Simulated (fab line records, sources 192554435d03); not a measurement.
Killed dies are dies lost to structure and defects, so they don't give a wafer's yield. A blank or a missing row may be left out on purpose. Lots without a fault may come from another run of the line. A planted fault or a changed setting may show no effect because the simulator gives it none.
Chamber matching | flow n5_finfet | N5_BEOL_M10_STRIP_36 on rie_diel-06: 4 sister chambers
The step strips in N2/H2. 14 wafers are shown with their chamber, then 7 later ones without.

WAFERS WITH THEIR CHAMBER
wafer  | chamber | showerhead_plenum_p_Torr (Torr) | drypump_motor_current_A (A) | throttle_valve_pct (%)
L075.2 | 0       | 2.70                            | 5.3                         | 23.61
L075.3 | 3       | 2.66                            | 5.2                         | 23.35
L075.4 | 2       | 2.69                            | 5.4                         | 23.63
L076.1 | 0       | 2.70                            | 5.3                         | 23.62
L076.3 | 2       | 2.69                            | 5.5                         | 23.67
L076.4 | 3       | 2.65                            | 5.1                         | 23.35
L082.1 | 1       | 2.44                            | 6.7                         | 23.87
L082.4 | 0       | 2.70                            | 5.3                         | 23.65
L082.6 | 2       | 2.69                            | 5.4                         | 23.67
L083.1 | 1       | 2.44                            | 6.7                         | 23.87
L083.2 | 0       | 2.70                            | 5.3                         | 23.58
L083.5 | 3       | 2.65                            | 5.1                         | 23.36
L085.2 | 1       | 2.44                            | 6.7                         | 23.87
L085.5 | 1       | 2.44                            | 6.6                         | 23.91

SIGNATURES (means of the wafers above)
reading                  | chamber 0 | chamber 1 | chamber 2 | chamber 3 | scatter within a chamber
showerhead_plenum_p_Torr | 2.7000    | 2.4400    | 2.6900    | 2.6533    | 0.00258
drypump_motor_current_A  | 5.300     | 6.675     | 5.433     | 5.133     | 0.0456
throttle_valve_pct       | 23.6150   | 23.8800   | 23.6567   | 23.3533   | 0.022
Rule: a wafer's distance from a chamber is the root of the sum, over the readings, of the square of ((its reading less the chamber's mean) divided by the reading's scatter). The wafer belongs to the nearest chamber; if the next one is less than 2 further off, it can't be placed. The scatter: the root of (the sum of the squares of (reading less its chamber's mean) over the shown wafers, divided by (wafers less chambers)).

WAFERS WITHOUT THEIR CHAMBER
wafer  | showerhead_plenum_p_Torr (Torr) | drypump_motor_current_A (A) | throttle_valve_pct (%)
L085.6 | 2.70                            | 5.3                         | 23.63
L086.1 | 2.68                            | 5.4                         | 23.70
L086.3 | 2.65                            | 5.2                         | 23.34
L086.4 | 2.69                            | 5.3                         | 23.66
L088.3 | 2.44                            | 6.7                         | 23.94
L088.5 | 2.64                            | 5.1                         | 23.40
L088.6 | 2.69                            | 5.3                         | 23.61

WHICH CHAMBER EACH WENT THROUGH
wafer  | from the rows above     | in truth
L085.6 | 0                       | 0
L086.1 | 2                       | 2
L086.3 | 3                       | 3
L086.4 | can't be placed: 2 or 0 | 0
L088.3 | 1                       | 1
L088.5 | 3                       | 3
L088.6 | can't be placed: 2 or 0 | 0
Placed correctly: 5 of 7. Can't be placed from these rows: 2 (the true chamber is among the candidates in 2). Placed wrongly: 0.
